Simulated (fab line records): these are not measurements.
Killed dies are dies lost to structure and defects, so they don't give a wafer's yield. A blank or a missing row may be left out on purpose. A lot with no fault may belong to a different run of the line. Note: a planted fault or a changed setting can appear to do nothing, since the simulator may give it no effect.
Struck lot and sound lot, side by side    flow nand_harc    15 out of 1302 route steps
Sound: these wafers, L317.1, L317.3, L317.6. Struck: wafer L310.5 (left out: L310.3, L310.6 of the same lot, which were not struck); the cause appears at the end.
Each step with rows lists, per side, the tool, then ch with its chambers, then its first start. Under that, the readings that differ: sound wafers    struck wafers    difference of the means    sigmas: that difference in standard deviations of wafers without a fault.
alike: readings with means less than 2 such deviations apart, plus words and numbers identical on both sides. not compared: withheld readings, readings lacking a value on some wafer, bounds such as >300 that could conceal the same value, and numbers that have no deviation in the record and whose values overlap.
Wherever a step has rows on one side only, a row that says differs or no value, or a row with sigmas, the two part there. Numbers that have no deviation but don't overlap get no sigmas and don't part them. A reading that every wafer of one side lacks parts them only if that side has two wafers or more.

NHARC_A_BLC_DESCUM_15: chemistry O2, time 3 s.
  sound on rie_diel-07 ch 0,2, day 31 01:49; struck on rie_diel-10 ch 2, day 27 21:55
reading                          sound                 struck  difference  sigmas
drypump_motor_current_A (A)      6.4 5.9 6.5           4.9     -1.4        -3
showerhead_plenum_p_Torr (Torr)  2.01 1.91 2.01        1.82    -0.16       -2
throttle_valve_pct (%)           11.321 11.318 11.309  11.286  -0.030      -3
  alike: oes_product_au, rf_vpp_V
  not compared: rf_hours_counter_h
then, 2 steps without rows for these wafers: NHARC_A_BLC_ETCH_16 (etches the open film in CF4, target depth 39 nm, time 65 s); NHARC_A_BLC_ETCH_17 (etches the open film in N2/H2, target depth 390 nm, time 609.38 s).
NHARC_A_BLC_ETCH_18: etches the open film in C4F8/O2/Ar, target depth 910 nm.
  sound on rie_diel-07 ch 0,1,3; struck on rie_diel-07 ch 0, day 27 22:43
reading                sound              struck  difference  sigmas
oes_product_au (a.u.)  0.971 0.986 0.975  0.906   -0.071      -3
  alike: rf_vpp_V
  not compared: rf_hours_counter_h
NHARC_A_BLC_CD_MEAS_19:
  struck on cd_sem-01, day 27 22:59; sound on cd_sem-02, day 31 02:46
  alike: cd_nm
NHARC_A_BLC_STRIP_29: strips in CF4.
  sound on rie_diel-10 ch 2,3, day 31 02:50; struck on rie_diel-07 ch 3, day 27 23:03
  alike: drypump_motor_current_A, oes_product_au, rf_vpp_V, showerhead_plenum_p_Torr, throttle_valve_pct
  not compared: rf_hours_counter_h
then, 2 steps without rows for these wafers: NHARC_A_BLC_STRIP_21 (strips in O2); NHARC_A_BLC_STRIP_22 (strips in post etch residue remover, time 600 s).
NHARC_A_BLC_DEGAS_30: time 60 s.
  struck on pvd_sputter-03, day 27 23:35; sound on pvd_sputter-01, day 31 03:22
  alike: heater_power_w
then, 2 steps without rows for these wafers: NHARC_A_BLC_PRE_CLEAN_31 (time 15 s); NHARC_A_BLC_PVD_32 (deposits Ti, target thk 5 nm, time 17.7 s).
NHARC_A_BLC_ALD_23: deposits TiN, target thk 3 nm, pulse time 1 s, ald cycles 150.
  sound on ald_metal-01 ch 1,2, day 31 03:36; struck on ald_metal-02 ch 2, day 27 23:49
  alike: heater_power_w, precursor_pulse_height_rel
NHARC_A_BLC_CVD_24: deposits W, target thk 150 nm, time 434 s.
  sound on cvd_w-01 ch 0,1, day 31 03:53; struck on cvd_w-01 ch 0, day 28 00:14
  alike: heater_power_w, throttle_valve_pct
NHARC_A_BLC_CMP_25: polishes, t overpolish 30 s, target thk 150 nm.
  sound on cmp-03 ch 1,2, day 31 04:20; struck on cmp-01 ch 2, day 28 00:37
reading                 sound           struck  difference  sigmas
motor_current_A (A)     10.8 14.0 11.1  14.5    +2.5        +2
time_to_endpoint_s (s)  31 29 29        11      -19         -5
  alike: overpolish_run_s, slurry_flow_ml_min
  not compared: pad_life_wafers
NHARC_END_SORT_01:
  sound on prober-02 ch 0, day 33 04:29; struck on prober-01 ch 0, day 29 14:47
  alike: killed_at_array, killed_at_other, killed_at_periphery, killed_dies, killed_open, killed_short

WHERE THEY PART
Last at NHARC_A_BLC_CMP_25 as far as this record goes, first at NHARC_A_BLC_DESCUM_15. Later steps at which nothing parts them and some readings are alike: NHARC_END_SORT_01.

WHY: what had been put in by the simulator
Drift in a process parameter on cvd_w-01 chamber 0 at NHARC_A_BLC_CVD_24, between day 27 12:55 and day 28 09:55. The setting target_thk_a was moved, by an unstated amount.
